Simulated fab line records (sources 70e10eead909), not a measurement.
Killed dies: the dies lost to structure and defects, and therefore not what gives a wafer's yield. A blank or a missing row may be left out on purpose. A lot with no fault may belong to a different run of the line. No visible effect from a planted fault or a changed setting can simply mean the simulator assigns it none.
Matching of chambers	flow nand_harc	NHARC_A_CHANNEL_FILL_D2_ETCHBACK_08 on rie_diel-03 has 4 sister chambers
The step etches the open film in C4F8, target depth 220 nm, time 110 s. 7 wafers are shown with their chamber, then 7 later ones without.

== WAFERS, EACH WITH ITS CHAMBER ==
wafer	chamber	rf_vpp_V (V)	run_length_s (s)
L129.1	0	442.5	131.4
L131.3	1	438.3	131.5
L134.1	1	438.3	131.4
L134.3	2	443.7	131.2
L134.5	3	438.2	131.6
L136.1	2	444.1	131.1
L136.2	3	439.2	131.9

== WAFERS MISSING THEIR CHAMBER ==
wafer	rf_vpp_V (V)	run_length_s (s)
L136.4	442.0	131.3
L149.1	439.7	131.3
L149.2	442.2	131.2
L149.3	443.1	131.9
L150.1	440.4	131.4
L150.2	441.4	132.1
L150.3	445.0	131.2

== WHICH CHAMBER EACH WENT THROUGH ==
wafer	from the rows above	in truth
L136.4	0	0
L149.1	can't be placed: 1 or 3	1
L149.2	0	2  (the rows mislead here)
L149.3	can't be placed: 0 or 2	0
L150.1	can't be placed: 3 or 0 or 1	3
L150.2	can't be placed: 0 or 3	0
L150.3	2	2
2 of 7 placed correctly. Not placeable from these rows: 4 (in 4, the candidates include the true chamber). Number placed wrongly: 1.
How it was worked out, from the rows above alone: a wafer's distance from a chamber is the root of the sum, over the readings, of the square of ((its reading less the chamber's mean) divided by the reading's scatter). If the next closest chamber is less than 2 further off than the closest, the wafer can't be placed; otherwise it belongs to the closest. For every chamber, the mean is computed from those of its wafers that are shown. How the scatter is found: for the shown wafers, subtract from each reading the mean of its chamber, square and add these, divide the total by (wafers less chambers), then take the root.
